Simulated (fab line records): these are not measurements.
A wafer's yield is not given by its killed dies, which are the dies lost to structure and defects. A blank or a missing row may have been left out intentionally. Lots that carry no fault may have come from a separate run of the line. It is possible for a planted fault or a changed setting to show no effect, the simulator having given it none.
Matching of chambers :: flow nand_harc :: 3 sister chambers for NHARC_A_STAIRCASE_DEP_322 on pecvd-01
The step deposits SiO2, target thk 3800 nm. 16 wafers are shown with their chamber, then 8 later ones without.

WAFERS, EACH WITH ITS CHAMBER
wafer: L074.2
chamber: 2
heater_power_w (W): 639

wafer: L074.4
chamber: 0
heater_power_w (W): 653

wafer: L074.6
chamber: 2
heater_power_w (W): 519

wafer: L075.4
chamber: 0
heater_power_w (W): 652

wafer: L075.5
chamber: 2
heater_power_w (W): 521

wafer: L075.6
chamber: 1
heater_power_w (W): 522

wafer: L079.1
chamber: 1
heater_power_w (W): 639

wafer: L079.2
chamber: 2
heater_power_w (W): 631

wafer: L079.5
chamber: 2
heater_power_w (W): 528

wafer: L081.1
chamber: 2
heater_power_w (W): 635

wafer: L081.4
chamber: 1
heater_power_w (W): 526

wafer: L081.5
chamber: 0
heater_power_w (W): 633

wafer: L085.1
chamber: 0
heater_power_w (W): 681

wafer: L085.2
chamber: 1
heater_power_w (W): 549

wafer: L085.3
chamber: 2
heater_power_w (W): 651

wafer: L086.1
chamber: 0
heater_power_w (W): 735

SIGNATURES (averages over the wafers above)
reading: heater_power_w
chamber 0: 670.80
chamber 1: 559.00
chamber 2: 589.14
scatter within a chamber: 54.6
Rule: a wafer lies at a distance from a chamber equal to the root of the sum of squares, over the readings, of (its reading less the chamber's mean, divided by the reading's scatter). The wafer belongs to the nearest chamber; if the next one is less than 2 further off, it can't be placed. The scatter: take each reading less its chamber's mean, square it, sum over the shown wafers, divide by the number of wafers less the number of chambers, and take the root.

WAFERS WITHOUT THEIR CHAMBER
wafer: L086.2
heater_power_w (W): 638

wafer: L086.6
heater_power_w (W): 523

wafer: L091.2
heater_power_w (W): 557

wafer: L091.3
heater_power_w (W): 615

wafer: L091.5
heater_power_w (W): 652

wafer: L094.2
heater_power_w (W): 640

wafer: L094.3
heater_power_w (W): 633

wafer: L094.5
heater_power_w (W): 518

WHICH CHAMBER EACH ONE RAN IN
wafer: L086.2
from the rows above: can't be placed: 0 or 2 or 1
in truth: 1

wafer: L086.6
from the rows above: can't be placed: 1 or 2
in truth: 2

wafer: L091.2
from the rows above: can't be placed: 1 or 2
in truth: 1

wafer: L091.3
from the rows above: can't be placed: 2 or 0 or 1
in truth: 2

wafer: L091.5
from the rows above: can't be placed: 0 or 2 or 1
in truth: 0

wafer: L094.2
from the rows above: can't be placed: 0 or 2 or 1
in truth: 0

wafer: L094.3
from the rows above: can't be placed: 0 or 2 or 1
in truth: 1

wafer: L094.5
from the rows above: can't be placed: 1 or 2
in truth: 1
Placed correctly: 0 of 8. Unplaceable from these rows: 8, with the true chamber sitting among the candidates in 8. 0 placed wrongly.
